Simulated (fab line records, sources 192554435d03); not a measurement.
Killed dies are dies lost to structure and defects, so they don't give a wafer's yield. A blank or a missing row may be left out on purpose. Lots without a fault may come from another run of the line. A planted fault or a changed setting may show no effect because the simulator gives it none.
Chamber matching | flow n5_finfet | N5_GATE_CUT_CMP_43 on cmp-01: 4 sister chambers
The step polishes SiO2. 8 wafers are shown with their chamber, then 8 later ones without.

WAFERS WITH THEIR CHAMBER
wafer  | chamber | motor_current_A (A)
L639.3 | 1       | 11.2
L640.5 | 1       | 10.8
L641.5 | 2       | 12.0
L641.6 | 3       | 12.0
L642.1 | 0       | 12.9
L642.2 | 2       | 11.8
L642.4 | 3       | 11.5
L643.1 | 0       | 13.2

WAFERS WITHOUT THEIR CHAMBER
wafer  | motor_current_A (A)
L643.4 | 10.8
L643.5 | 12.9
L653.1 | 10.9
L653.2 | 13.5
L653.4 | 11.7
L657.2 | 13.0
L657.4 | 10.6
L657.6 | 13.3

WHICH CHAMBER EACH WENT THROUGH
wafer  | from the rows above     | in truth
L643.4 | 1                       | 1
L643.5 | 0                       | 0
L653.1 | 1                       | 1
L653.2 | 0                       | 0
L653.4 | can't be placed: 3 or 2 | 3
L657.2 | 0                       | 0
L657.4 | 1                       | 1
L657.6 | 0                       | 0
Placed correctly: 7 of 8. Can't be placed from these rows: 1 (the true chamber is among the candidates in 1). Placed wrongly: 0.
How it was worked out, from the rows above alone: a wafer's distance from a chamber is the root of the sum, over the readings, of the square of ((its reading less the chamber's mean) divided by the reading's scatter). The wafer belongs to the nearest chamber; if the next one is less than 2 further off, it can't be placed. A chamber's mean is the mean of its shown wafers. The scatter: the root of (the sum of the squares of (reading less its chamber's mean) over the shown wafers, divided by (wafers less chambers)).
